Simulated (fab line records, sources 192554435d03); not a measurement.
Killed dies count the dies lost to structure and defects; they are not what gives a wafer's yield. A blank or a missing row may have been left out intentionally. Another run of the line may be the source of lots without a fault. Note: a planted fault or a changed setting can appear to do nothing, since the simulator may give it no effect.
fab line records	flow n5Finfet
[record] lots = 8	wafers = 24	lastDay = 18
route steps=1938 shown MOL_CONTACT_COAG@587 BEOL_M4@1111 PASSIVATION@1936
lots that met no fault: taken from a fault-free run of the same line
startH: the number of hours between the record's first day and the start of the first shown wafer of the lot	waitH: how many hours have passed since the lot's step before this one	" as in the row above	L1.1+2: a row that stands for several wafers	- no value, or no start was given	* or withheld: withheld	< > ~ a bound
route shown NAME@n: NAME is a module with steps in the file, n the number in the route of the first one	usual: mean and standard deviation over wafers with no fault	same: alike in all rows	chamber/n: place in a boat	sites: readings site by site	_std_site: standard deviation of those values	_edge_site: inner sites' mean taken away from outer sites' mean	radiusMm: how far each site lies from the wafer's centre	mask NAME#n: copy n	behind: tool/chamber where the wafer was last shaped	hold: why the lot was held/for how many hours/how that ended	device: the n, p or np transistor that did not switch	end of line: the tests these same wafers got at the end of their route	a step without rows: its recipe alone	killed: at the first sort, the dies lost to defects and structure; wafer yield is something else	map: the dies of a wafer, with x for killed, . for not killed, _ for no die there
set.NAME: setting as actually run; set.NAME@STEP: the setting as run at that earlier step	model.NAME: the simulator's own value behind a step, which no gauge read
a sample of lots followed through the steps of the route, with each step as a table and each wafer as a row
services: from which hour (startH, from the record's first day; less than 0 if before it) a tool's chamber was out of use, for how many hours, and why
[[steps]]
[step N5_MOL_CONTACT_COAG_STRIP_96]
[recipe] chemistry = N2/H2	powerW = 500	tempC = 40	pressureMtorr = 50	rfFrequencyHz = 6e+07	overashFraction = 0.3	biasPowerW = 28	h2Frac = 0.5	n2FlowSccm = 300	h2FlowSccm = 300
[usual] drypumpMotorCurrentA = 5.8/0.36	oesProductAu = 0.80/0.096	rfVppV = 121.5/1.3	showerheadPlenumPTorr = 3.31/0.08	throttleValvePct = 19.0/0.36
lot.wafer	tool	chamber	startH	waitH	drypumpMotorCurrentA	oesProductAu	rfHoursCounterH	rfVppV	showerheadPlenumPTorr	throttleValvePct
L340.1	rieDiel-05	2	144.04	0.0	6.3	0.68	247	123.4	3.44	19.1
L340.3	"	1	"	"	5.1	0.99	7	123.1	3.32	18.9
L340.5	"	1	"	"	5.1	0.99	-	121.0	3.32	18.9
L346.1	rieDiel-02	2	175.61	0.0	6.2	0.75	182	124.0	3.48	19.2
L346.3	"	3	"	"	6.1	0.71	195	119.1	3.21	19.3
L346.5	"	3	"	"	6.1	0.72	-	120.2	3.21	19.3
L348.1	rieDiel-06	1	190.66	0.0	6.0	0.73	174	122.7	3.36	19.7
L348.2	"	3	"	"	6.2	0.74	166	121.7	3.22	18.9
L348.5	"	0	"	"	5.8	0.91	-	122.8	3.29	18.7
L349.3	rieDiel-06	2	194.08	0.0	5.9	0.94	18	120.6	3.28	18.2
L349.5	"	3	"	"	6.2	0.75	-	121.2	3.22	18.9
L349.6	"	2	"	"	5.9	0.95	-	121.2	3.28	18.2
L352.1	rieDiel-05	3	216.83	0.0	5.8	0.71	232	122.3	3.30	19.0
L352.3	"	2	"	"	6.2	0.92	18	120.5	3.43	18.8
L352.6	"	2	"	"	6.2	0.92	-	122.5	3.43	18.8
L353.2	rieDiel-05	2	223.14	0.0	6.2	0.90	20	122.7	3.42	18.8
L353.3	"	0	"	"	5.7	0.84	76	121.1	3.27	18.7
L353.5	"	3	"	"	5.7	0.70	-	122.0	3.30	19.0
L354.3	rieDiel-05	0	228.39	0.0	5.7	0.84	78	119.7	3.27	18.7
L354.4	"	2	"	"	6.2	0.89	23	121.8	3.42	18.8
L354.5	"	2	"	"	6.3	0.89	-	121.8	3.42	18.8
L355.3	rieDiel-06	0	246.73	0.0	5.8	0.90	45	121.4	3.28	18.8
L355.4	"	3	"	"	6.2	0.74	185	123.1	3.21	18.9
L355.5	"	1	"	"	5.9	0.72	-	120.8	3.35	19.7
[step N5_MOL_CONTACT_COAG_ETCH_47]
[recipe] chemistry = CH3F/O2	target = SiNx	targetDepthA = 270	maskMaterial = SiO2	stopOn = W	overEtchFrac = 0.2	ionEnergyEv = 120	endpoint = OES-CN	pressureMtorr = 30	sourceW = 395	biasW = 73	Ar_flow_sccm = 150	CH3F_flow_sccm = 30	O2_flow_sccm = 20	ends = endPoint
[usual] drypumpMotorCurrentA = 5.8/0.36	etchRfOnTimeS = 31.3/0.49	oesProductAu = 0.71/0.085	rfVppV = 297.0/2.9	showerheadPlenumPTorr = 1.97/0.048	throttleValvePct = 16.39/0.25
lot.wafer	tool	chamber	startH	waitH	drypumpMotorCurrentA	etchRfOnTimeS	oesProductAu	rfHoursCounterH	rfVppV	showerheadPlenumPTorr	throttleValvePct
L340.1	rieDiel-05	2	144.08	0.0	6.2	31.5	0.61	247	298.0	2.05	16.75
L340.3	"	1	"	"	5.1	30.9	0.87	7	298.4	1.97	16.06
L340.5	"	1	"	"	5.1	31.1	0.88	-	298.6	1.97	16.05
L346.1	rieDiel-02	2	175.65	0.0	6.2	31.8	0.67	182	302.8	2.07	16.76
L346.3	"	3	"	"	6.1	31.1	0.64	195	294.5	1.91	16.88
L346.5	"	3	"	"	6.1	31.1	0.63	-	294.3	1.91	16.89
L348.1	rieDiel-06	1	190.70	0.0	6.0	31.3	0.66	174	300.6	1.99	16.53
L348.2	"	3	"	"	6.1	31.2	0.67	166	298.3	1.92	16.46
L348.5	"	0	"	"	5.8	30.8	0.83	-	300.6	1.95	16.20
L349.3	rieDiel-06	2	194.12	0.0	5.9	30.8	0.84	18	296.4	1.96	15.91
L349.5	"	3	"	"	6.2	30.8	0.68	-	299.3	1.92	16.47
L349.6	"	2	"	"	5.9	30.5	0.85	-	296.5	1.96	15.90
L352.1	rieDiel-05	3	216.87	0.0	5.7	31.4	0.63	232	293.4	1.97	16.47
L352.3	"	2	"	"	6.2	30.7	0.81	18	296.1	2.04	16.31
L352.6	"	2	"	"	6.2	30.9	0.81	-	296.3	2.04	16.32
L353.2	rieDiel-05	2	223.18	0.0	6.2	31.1	0.81	20	296.3	2.04	16.32
L353.3	"	0	"	"	5.6	30.8	0.75	76	295.7	1.94	16.19
L353.5	"	3	"	"	5.7	31.6	0.63	-	291.5	1.97	16.50
L354.3	rieDiel-05	0	228.43	0.0	5.6	31.1	0.74	78	296.1	1.94	16.19
L354.4	"	2	"	"	6.2	31.0	0.81	23	296.0	2.04	16.34
L354.5	"	2	"	"	6.2	31.6	0.79	-	295.7	2.04	16.33
L355.3	rieDiel-06	0	246.77	0.0	5.8	30.5	0.80	45	299.4	1.95	16.22
L355.4	"	3	"	"	6.2	31.1	0.66	185	298.6	1.92	16.52
L355.5	"	1	"	"	6.0	31.5	0.64	-	299.4	1.98	16.57
[step N5_MOL_CONTACT_COAG_STRIP_119]
[recipe] chemistry = N2/H2	timeS = 30	powerW = 1000	tempC = 250	pressureMtorr = withheld	n2FlowSccm = 1750	h2FlowSccm = 3250
[usual] drypumpMotorCurrentA = 5.7/0.41	heaterPowerW = 327/33
[same] timeS = 30
lot.wafer	tool	chamber	startH	waitH	drypumpMotorCurrentA	heaterPowerW	rfHoursCounterH
L340.1	plasmaAsher-01	1	144.16	0.1	5.0	389	59
L340.3	"	0	"	"	5.6	320	-
L340.5	"	1	"	"	5.1	373	-
L346.1	plasmaAsher-02	1	175.73	0.1	6.2	318	98
L346.3	"	0	"	"	5.7	297	-
L346.5	"	0	"	"	5.7	295	-
L348.1	plasmaAsher-01	1	190.78	0.1	5.1	389	69
L348.2	"	0	"	"	5.6	322	69
L348.5	"	1	"	"	5.1	380	-
L349.3	plasmaAsher-02	1	194.22	0.1	6.2	322	-
L349.5	"	0	"	"	5.7	293	-
L349.6	"	1	"	"	6.2	322	-
L352.1	plasmaAsher-02	1	216.95	0.1	6.2	320	105
L352.3	"	0	"	"	5.7	297	-
L352.6	"	1	"	"	6.2	318	-
L353.2	plasmaAsher-02	1	223.26	0.1	6.3	326	107
L353.3	"	1	"	"	6.3	314	-
L353.5	"	1	"	"	6.2	327	-
L354.3	plasmaAsher-01	1	228.53	0.1	5.1	382	-
L354.4	"	0	"	"	5.6	312	-
L354.5	"	1	"	"	5.1	392	-
L355.3	plasmaAsher-02	1	246.93	0.1	6.2	318	-
L355.4	"	0	"	"	5.7	293	-
L355.5	"	1	"	"	6.3	320	-
[step N5_MOL_CONTACT_COAG_INSPECT_42]
[recipe] mode = adi	inspectInstrument = brightfield
[usual] rawDefectCount = 200/51
lot.wafer	tool	chamber	startH	waitH	rawDefectCount
L340.1	defectInspect-01	-	144.72	0.1	1164
L340.3	"	-	"	"	253
L340.5	"	-	"	"	193
L346.1	defectInspect-01	-	176.41	0.1	189
L346.3	"	-	"	"	252
L346.5	"	-	"	"	206
L348.1	defectInspect-01	-	191.46	0.1	156
L348.2	"	-	"	"	170
L348.5	"	-	"	"	147
L349.3	defectInspect-01	-	194.75	0.0	217
L349.5	"	-	"	"	249
L349.6	"	-	"	"	156
L352.1	defectInspect-01	-	217.50	0.1	255
L352.3	"	-	"	"	221
L352.6	"	-	"	"	165
L353.2	defectInspect-02	-	223.95	0.0	133
L353.3	"	-	"	"	105
L353.5	"	-	"	"	199
L354.3	defectInspect-02	-	229.07	0.0	155
L354.4	"	-	"	"	231
L354.5	"	-	"	"	107
L355.3	defectInspect-01	-	247.59	0.0	238
L355.4	"	-	"	"	209
L355.5	"	-	"	"	229
[step N5_MOL_CONTACT_COAG_VIA_ETCH_117]
[recipe] chemistry = C4F6/O2	targetDepthA = 400	overetchA = 80	maskMaterial = SOC	target = SiO2	biasW = 455	pressureMtorr = 10	timeS = 26	sourceW = 325	Ar_flow_sccm = 300	C4F6_flow_sccm = 10	O2_flow_sccm = 10	ionEnergyEv = 575.3	ends = endPoint
[usual] drypumpMotorCurrentA = 5.8/0.37	oesProductAu = 0.68/0.064	rfVppV = 1585/15	showerheadPlenumPTorr = 2.79/0.082	throttleValvePct = 41.24/0.27
lot.wafer	tool	chamber	startH	waitH	drypumpMotorCurrentA	oesProductAu	rfHoursCounterH	rfVppV	showerheadPlenumPTorr	throttleValvePct
L340.1	rieDiel-02	0	145.23	0.0	5.9	0.65	201	1574	2.70	41.33
L340.3	"	2	"	"	6.2	0.69	171	1614	2.94	41.38
L340.5	"	2	"	"	6.2	0.68	-	1614	2.94	41.39
L346.1	rieDiel-06	0	176.98	0.0	5.8	0.82	21	1599	2.78	40.85
L346.3	"	2	"	"	5.9	0.84	13	1578	2.79	40.75
L346.5	"	2	"	"	5.9	0.85	-	1579	2.79	40.73
L348.1	rieDiel-02	2	192.15	0.0	6.1	0.67	187	1614	2.93	41.40
L348.2	"	3	"	"	6.1	0.63	200	1574	2.71	41.63
L348.5	"	3	"	"	6.1	0.63	-	1574	2.71	41.63
L349.3	rieDiel-02	3	195.64	0.0	6.1	0.63	202	1574	2.71	41.62
L349.5	"	2	"	"	6.1	0.67	-	1615	2.93	41.40
L349.6	"	0	"	"	5.9	0.65	-	1571	2.69	41.33
L352.1	rieDiel-06	0	218.09	0.0	5.8	0.80	35	1597	2.77	40.86
L352.3	"	3	"	"	6.2	0.68	175	1586	2.73	41.39
L352.6	"	0	"	"	5.8	0.80	-	1599	2.77	40.86
L353.2	rieDiel-02	3	224.46	0.0	6.1	0.63	213	1574	2.71	41.65
L353.3	"	0	"	"	5.9	0.64	231	1571	2.69	41.36
L353.5	"	2	"	"	6.1	0.66	-	1615	2.93	41.42
L354.3	rieDiel-06	1	229.58	0.0	6.0	0.65	187	1597	2.82	41.40
L354.4	"	2	"	"	5.9	0.81	30	1578	2.78	40.75
L354.5	"	1	"	"	6.0	0.65	-	1597	2.82	41.40
L355.3	rieDiel-02	1	248.22	0.0	5.0	0.64	208	1575	2.72	41.25
L355.4	"	0	"	"	5.9	0.63	239	1570	2.68	41.36
L355.5	"	1	"	"	5.0	0.64	-	1574	2.71	41.26
[step N5_BEOL_M4_RC_MEAS_101]
[usual] DIBL_N = 36.4/1.3	DIBL_P = 36.5/1.7	IOFF_N = 0.154/0.022	IOFF_P = 0.202/0.025	ION_N = 671/9.8	ION_P = 460/6.8	SS_N = 71.6/0.54	SS_P = 73.4/0.58	VT_N = 250.9/2.8	VT_P = -251.4/2.7
lot.wafer	tool	chamber	startH	waitH	DIBL_N[mV/V]	DIBL_P[mV/V]	IOFF_N[nA/um]	IOFF_P[nA/um]	ION_N[uA/um]	ION_P[uA/um]	SS_N[mV/dec]	SS_P[mV/dec]	VT_N[mV]	VT_P[mV]
L340.1	prober-02	0	220.06	0.0	35.0	35.0	0.147	0.186	666	460	71.6	73.4	252.3	-252.5
L340.3	"	0	"	"	35.8	36.2	0.169	0.206	679	465	71.2	73.2	249.0	-253.1
L340.5	"	0	"	"	35.1	34.2	0.147	0.174	666	449	71.5	73.8	252.8	-252.6
L346.1	prober-02	0	230.72	0.0	36.2	36.7	0.164	0.205	681	464	71.7	72.6	250.9	-250.8
L346.3	"	0	"	"	35.1	35.4	0.143	0.187	671	459	71.8	72.5	252.5	-251.6
L346.5	"	0	"	"	34.2	33.9	0.132	0.176	671	458	71.3	72.5	251.3	-253.4
L348.1	prober-01	0	261.24	0.0	37.2	35.4	0.176	0.210	665	452	72.6	73.9	250.9	-251.1
L348.2	"	0	"	"	35.0	34.6	0.140	0.197	667	457	72.0	73.3	252.5	-249.8
L348.5	"	0	"	"	36.2	35.3	0.156	0.205	663	456	71.8	73.6	250.5	-248.8
L349.3	prober-01	0	265.63	0.3	33.6	33.9	0.125	0.181	662	457	70.7	72.4	255.2	-250.4
L349.5	"	0	"	"	34.6	35.4	0.136	0.197	671	463	71.0	73.3	252.1	-249.0
L349.6	"	0	"	"	35.3	36.2	0.144	0.205	667	457	71.8	73.4	253.1	-250.7
L352.1	prober-01	0	282.60	0.0	35.8	35.5	0.135	0.225	662	466	70.9	73.0	253.4	-250.0
L352.3	"	0	"	"	38.0	37.1	0.161	0.260	656	461	72.7	73.9	249.9	-247.8
L352.6	"	0	"	"	36.2	35.9	0.139	0.243	655	458	71.7	73.3	252.5	-245.9
L354.3	prober-02	0	287.61	0.3	38.7	40.7	0.203	0.250	671	462	73.0	74.1	248.8	-248.9
L354.4	"	0	"	"	37.7	40.3	0.184	0.238	675	457	72.1	74.4	249.9	-249.7
L354.5	"	0	"	"	38.3	41.4	0.213	0.267	679	461	72.4	73.9	248.1	-247.8
L353.2	prober-01	0	295.86	0.2	37.1	35.6	0.163	0.198	661	449	71.9	73.7	250.8	-252.9
L353.3	"	0	"	"	37.6	37.3	0.188	0.241	676	463	71.9	74.4	244.2	-245.9
L353.5	"	0	"	"	37.2	37.7	0.193	0.248	687	469	71.4	73.6	246.1	-245.7
L355.3	prober-01	0	310.98	0.3	34.7	34.7	0.130	0.191	662	459	71.6	72.5	253.3	-251.2
L355.4	"	0	"	"	35.0	35.3	0.134	0.199	679	466	70.6	72.7	251.0	-248.1
L355.5	"	0	"	"	35.2	36.0	0.145	0.215	672	464	71.2	72.4	250.8	-249.1
[step N5_PASSIVATION_PROBE_49]
[usual] defectLimitedYield = 91.1/1.3	killed_at_M0_to_M3 = 34/10	killed_at_M4_up = 14/5.7	killedAtContacts = 12/5.9	killedAtFrontEnd = 41/12	killedAtOther = 4/3.1	killedDies = 105/15	killedOnRim = 14/4.2	killedOpen = 69/11	killedShort = 35/7.8	sort_bin_5_function = 5.3/0.81	sort_bin_6_memory = 3.3/0.75	sort_bin_8_speed = 0.00/0.007	sortNPass = 1075/15	sortYieldPct = 91.1/1.3
[same] grossDies = 1180	killedAtBackSide = 0	sort_bin_4_leakage[%] = 0
lot.wafer	tool	chamber	startH	waitH	defectLimitedYield[%]	killed_at_M0_to_M3	killed_at_M4_up	killedAtContacts	killedAtFrontEnd	killedAtOther	killedDies	killedOnRim	killedOpen	killedShort	sort_bin_5_function[%]	sort_bin_6_memory[%]	sort_bin_8_speed[%]	sortNPass	sortYieldPct[%]
L340.1	prober-01	-	336.50	0.0	86.1	39	13	66	44	2	164	28	67	40	9.1	3.2	0	1016	86.1
L340.3	prober-01	-	336.60	0.1	89.3	40	13	20	51	2	126	20	79	47	6.2	4.2	0	1054	89.3
L340.5	prober-01	-	336.70	0.2	90.4	34	14	32	30	3	113	16	72	41	5.8	3.4	0	1067	90.4
// killed by level:class
L340.1 MOL_CONTACT_COAG:unspecified=57 FIN_SAQP:geometricParticle:open=10 MOL_CONTACT_COAG:geometricParticle:open=8 FIN_SAQP:geometricParticle:short=7 GATE_CUT:geometricParticle:short=7 BEOL_M0_SAQP:geometricParticle:short=7 BEOL_M3:geometricParticle:open=7 BEOL_M4:geometricParticle:short=6
L340.3 FIN_SAQP:geometricParticle:short=18 MOL_CONTACT_COAG:geometricParticle:open=17 FIN_SAQP:geometricParticle:open=8 BEOL_M0_SAQP:geometricParticle:short=8 BEOL_M3:geometricParticle:open=7 STI_FIN_REVEAL:geometricParticle:open=6 BEOL_M1:geometricParticle:open=6 BEOL_M0_SAQP:geometricParticle:open=5
L340.5 MOL_CONTACT_COAG:geometricParticle:open=25 FIN_SAQP:geometricParticle:open=9 MOL_CONTACT_COAG:geometricParticle:short=7 BEOL_M0_SAQP:geometricParticle:open=7 BEOL_M1:geometricParticle:open=6 BEOL_M0_SAQP:geometricParticle:short=6 FIN_SAQP:geometricParticle:short=5 BEOL_M2:geometricParticle:open=4
[[services]]
tool	chamber	startH	hours	kind
rieDiel-06	2	129.03	-	clean
rieDiel-06	2	129.03	-	consumableReplace:focusRing
rieDiel-06	2	129.03	18.5	scheduledDown
rieDiel-06	2	129.03	18.5	ventCycle
rieDiel-05	2	154.21	-	clean
rieDiel-05	2	154.21	-	consumableReplace:focusRing
rieDiel-05	2	154.21	16.2	scheduledDown
rieDiel-05	2	154.21	16.2	ventCycle
rieDiel-05	0	158.30	8.1	repair
rieDiel-02	2	180.54	3.9	repair
rieDiel-05	3	185.11	4.9	repair
plasmaAsher-01	-	208.67	0.9	repair
rieDiel-06	2	209.85	1.5	repair
rieDiel-02	-	243.77	0.4	repair
rieDiel-05	0	246.43	14.1	repair
plasmaAsher-01	-	246.73	1.9	repair
[[key]]
[firstSign] step = N5_MOL_CONTACT_COAG_INSPECT_42	reading = rawDefectCount	direction = up	sigmas = 19	usual = 200	struck = 1164
[effect] step = N5_PASSIVATION_PROBE_49	reading = killedAtContacts	direction = up	sigmas = 9	usual = 12	struck = 66
[moreKillsBornAt] N5_MOL_CONTACT_COAG_STRIP_96@rieDiel-05 = 57
metAt N5_MOL_CONTACT_COAG_STRIP_96
struckLots L340
struckWafers L340.1
notActingAt N5_MOL_CONTACT_COAG_ETCH_47,N5_MOL_CONTACT_COAG_STRIP_119,N5_MOL_CONTACT_COAG_VIA_ETCH_117
[fault] kind = chamberParticleSource	tool = rieDiel-05	chamber = 2	onsetH = 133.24	steps = N5_MOL_CONTACT_COAG_STRIP_96	ratePerVisitCm2 = 1.4747	endH = 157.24
